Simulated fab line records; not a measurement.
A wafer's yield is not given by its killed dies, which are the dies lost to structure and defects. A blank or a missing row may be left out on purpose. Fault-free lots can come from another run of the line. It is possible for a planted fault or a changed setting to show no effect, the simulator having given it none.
What tool caused it? ; flow n5Finfet ; Sampling: 11 lots, 33 wafers, 5 of 1938 route steps

== WHAT EACH GAUGE READ, for each wafer ==
N5_BEOL_M4_RC_MEAS_101.
lot;measured;on;DIBL_N (mV/V);DIBL_P (mV/V);IOFF_N (nA/um);IOFF_P (nA/um);ION_N (uA/um);ION_P (uA/um);SS_N (mV/dec);SS_P (mV/dec);VT_N (mV);VT_P (mV)
L658;day 7 20:03;prober-01;34.9 34.5 37.4;35.9 35.7 37.8;0.152 0.133 0.186;0.17 0.18 0.20;682 660 670;454 449 453;71.5 71.4 72.5;73.3 73.7 73.2;250 251 244;-254 -253 -253
L657;day 8 10:10;prober-01;33.5 36.6 33.2;31.3 35.8 31.9;0.126 0.180 0.119;0.18 0.25 0.18;677 694 671;470 480 460;70.3 71.8 70.9;72.9 73.1 72.5;250 245 252;-249 -247 -250
L659;day 8 10:22;prober-02;36.0 34.5 38.5;36.0 33.9 39.2;0.160 0.134 0.214;0.20 0.18 0.26;664 657 674;454 450 459;71.5 71.3 72.6;73.9 73.7 74.7;250 252 244;-252 -256 -247
L660;day 8 13:14;prober-02;36.0 34.5 36.4;37.2 34.3 36.9;0.162 0.130 0.145;0.23 0.19 0.22;693 667 659;478 460 457;71.3 71.4 72.1;72.9 72.8 73.6;252 253 252;-252 -250 -250
L661;day 9 03:16;prober-02;36.6 35.1 37.3;35.3 33.9 36.3;0.158 0.135 0.173;0.23 0.21 0.25;678 662 677;467 462 470;71.5 70.4 71.1;73.4 73.0 73.6;250 252 250;-248 -248 -244
L663;day 9 12:04;prober-01;37.1 35.5 35.7;38.5 35.8 36.4;0.212 0.180 0.170;0.25 0.21 0.21;682 694 678;468 470 462;72.3 72.4 72.6;73.9 72.8 73.1;246 246 248;-248 -249 -249
L667;day 10 10:15;prober-02;37.5 35.7 35.2;40.1 38.1 36.2;0.170 0.151 0.130;0.22 0.20 0.16;682 666 657;463 461 447;71.9 72.4 71.7;73.5 73.6 73.6;251 250 251;-251 -252 -257
L668;day 10 17:23;prober-01;37.6 36.9 36.2;37.8 38.0 36.3;0.174 0.172 0.153;0.24 0.26 0.22;669 694 684;461 477 468;71.9 71.3 71.9;73.7 73.5 73.2;250 248 249;-250 -247 -247
L670;day 11 21:37;prober-02;36.3 36.7 35.4;35.4 35.9 33.3;0.172 0.179 0.136;0.21 0.22 0.17;667 674 656;456 460 450;71.7 71.3 71.5;74.1 74.2 72.9;248 249 255;-250 -250 -254
L672;day 12 01:44;prober-01;37.8 36.9 35.8;38.8 37.7 36.3;0.196 0.180 0.148;0.22 0.21 0.19;677 685 670;460 464 461;71.7 71.3 71.3;73.6 73.5 73.9;245 247 249;-248 -250 -252
L680;day 13 20:43;prober-01;35.2 35.4 36.6;34.8 35.0 36.5;0.133 0.141 0.165;0.19 0.20 0.21;649 670 663;452 462 447;72.1 71.4 72.4;72.1 72.8 71.9;252 250 249;-252 -251 -251

== TOOL THAT RAN EACH LOT (tool first, then ch and the chambers of the sampled wafers, then the start) ==
lot;N5_BEOL_M1_ANNEAL_51;N5_BEOL_M1_DEP_57;N5_BEOL_M2_HM_DEP_02;N5_BEOL_M2_COAT_05
L658;rtpAnneal-02 ch 0, day 6 09:20;pecvd-03 ch 1,2, day 6 10:06;pvdSputter-01, day 6 11:12;lithoTrack-04 ch 0, day 6 11:20
L657;rtpAnneal-02 ch 0, day 6 10:35;pecvd-01 ch 0,1, day 6 11:20;pvdSputter-02, day 6 12:13;lithoTrack-02 ch 0, day 6 12:21
L659;rtpAnneal-01 ch 0, day 6 17:15;pecvd-01 ch 1,2, day 6 18:02;pvdSputter-03, day 6 18:42;lithoTrack-02 ch 0, day 6 18:50
L660;rtpAnneal-02 ch 0, day 7 00:35;pecvd-03 ch 0,1,2, day 7 01:23;pvdSputter-02, day 7 02:23;lithoTrack-01 ch 0, day 7 02:31
L661;rtpAnneal-01 ch 0, day 7 08:44;pecvd-03 ch 0,1, day 7 09:31;pvdSputter-02, day 7 10:22;lithoTrack-02 ch 0, day 7 10:30
L663;rtpAnneal-02 ch 0, day 7 18:10;pecvd-03 ch 0,2, day 7 18:55;pvdSputter-01, day 7 19:53;lithoTrack-02 ch 0, day 7 20:01
L667;rtpAnneal-01 ch 0, day 9 04:13;pecvd-03 ch 0,1, day 9 05:00;pvdSputter-02, day 9 06:19;lithoTrack-04 ch 0, day 9 06:26
L668;rtpAnneal-01 ch 0, day 9 14:06;pecvd-04 ch 0,1,2, day 9 15:31;pvdSputter-03, day 9 17:10;lithoTrack-04 ch 0, day 9 17:18
L670;rtpAnneal-02 ch 0, day 10 12:55;pecvd-04 ch 0,1,2, day 10 13:44;pvdSputter-01, day 10 14:04;lithoTrack-04 ch 0, day 10 14:11
L672;rtpAnneal-01 ch 0, day 10 19:11;pecvd-03 ch 1, day 10 19:59;pvdSputter-03, day 10 21:05;lithoTrack-04 ch 0, day 10 21:14
L680;rtpAnneal-01 ch 0, day 12 08:29;pecvd-01 ch 0,1,2, day 12 09:25;pvdSputter-03, day 12 10:02;lithoTrack-01 ch 0, day 12 10:10
- N5_BEOL_M1_ANNEAL_51: time 90 s.
- N5_BEOL_M1_DEP_57: deposits SiCN from 3MS/NH3, target thk 8 nm, time 14 s.
- N5_BEOL_M2_HM_DEP_02: deposits TiN, target thk 20 nm.
- N5_BEOL_M2_COAT_05: resist thk 30 nm.

== WHAT THE TOOLS THEMSELVES READ (means of the sampled wafers that have a number; where no wafer has one, the mark that the record gives instead) ==
N5_BEOL_M1_ANNEAL_51.
lot;tool;wafer_temp_C_max
L658;rtpAnneal-02;226.7
L657;rtpAnneal-02;226.2
L659;rtpAnneal-01;226.0
L660;rtpAnneal-02;226.3
L661;rtpAnneal-01;225.9
L663;rtpAnneal-02;226.2
L667;rtpAnneal-01;225.9
L668;rtpAnneal-01;226.2
L670;rtpAnneal-02;226.4
L672;rtpAnneal-01;226.2
L680;rtpAnneal-01;226.3

N5_BEOL_M1_DEP_57.
lot;tool;showerheadPlenumPTorr (Torr);throttleValvePct (%)
L658;pecvd-03;3.680;9.0
L657;pecvd-01;3.661;9.0
L659;pecvd-01;3.675;9.7
L660;pecvd-03;3.682;8.8
L661;pecvd-03;3.678;9.1
L663;pecvd-03;3.690;8.7
L667;pecvd-03;3.683;9.1
L668;pecvd-04;3.655;9.1
L670;pecvd-04;3.654;9.1
L672;pecvd-03;3.672;9.5
L680;pecvd-01;3.670;9.1

N5_BEOL_M2_HM_DEP_02.
lot;tool;throttleValvePct (%)
L658;pvdSputter-01;30.1
L657;pvdSputter-02;29.3
L659;pvdSputter-03;30.8
L660;pvdSputter-02;29.3
L661;pvdSputter-02;29.8
L663;pvdSputter-01;30.8
L667;pvdSputter-02;29.7
L668;pvdSputter-03;29.6
L670;pvdSputter-01;30.5
L672;pvdSputter-03;30.0
L680;pvdSputter-03;29.9

N5_BEOL_M2_COAT_05.
lot;tool;spinSpeedRpm (rpm)
L658;lithoTrack-04;1500.8
L657;lithoTrack-02;1499.7
L659;lithoTrack-02;1501.3
L660;lithoTrack-01;1500.2
L661;lithoTrack-02;1499.1
L663;lithoTrack-02;1501.0
L667;lithoTrack-04;1500.2
L668;lithoTrack-04;1402.8
L670;lithoTrack-04;1402.6
L672;lithoTrack-04;1403.0
L680;lithoTrack-01;1498.8

== THE ANSWER, worked out from the rows above alone ==
Rule: the lots themselves supply what counts as usual. The widest of any qualifying gaps counts: lots, ordered by their means at a reading, are off when they make up no more than a third of the lots, leave a main group of 4 or more, and stand apart from it by 3 or more times the standard deviation of that group's means. A main group whose means are all the same, to the digits that the tables above print for the reading, isn't used. Also off: a lot with no number at a reading for which 4 or more lots have one. The other lots that the step has rows for count as sound. First the gauges in route order, then the tools' own readings, where a lot's mean is used as printed above. The first step at which some lot is off is used, and at that step the reading that is off furthest; a lot without a number counts as furthest.
Off, at N5_BEOL_M2_COAT_05 on spinSpeedRpm: L668, L670, L672. The main group: mean 1500.1 rpm, standard deviation 0.84.
If a tool, at that step or one of the process steps before it, ran each lot that is off and ran no sound lot following the first of them, it fits. One fits: N5_BEOL_M2_COAT_05 on lithoTrack-04. Its last sound lot is L667 (day 9 06:26), its first lot that is off L668 (day 9 17:18): a fault that began between those two fits.
On the lots that are off, the tool's own readings at N5_BEOL_M2_COAT_05 differ by more than 5 times the standard deviation of the sound lots' means, which bears it out; spinSpeedRpm reads 1402.8 rpm there versus 1500.1 rpm on the sound lots.

== WHAT THE SIMULATOR HAD INSERTED ==
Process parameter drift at N5_BEOL_M2_COAT_05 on lithoTrack-04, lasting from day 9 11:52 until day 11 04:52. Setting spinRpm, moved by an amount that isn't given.
Shown lots that were struck: L668, L670, L672. Same finding as the rule above.
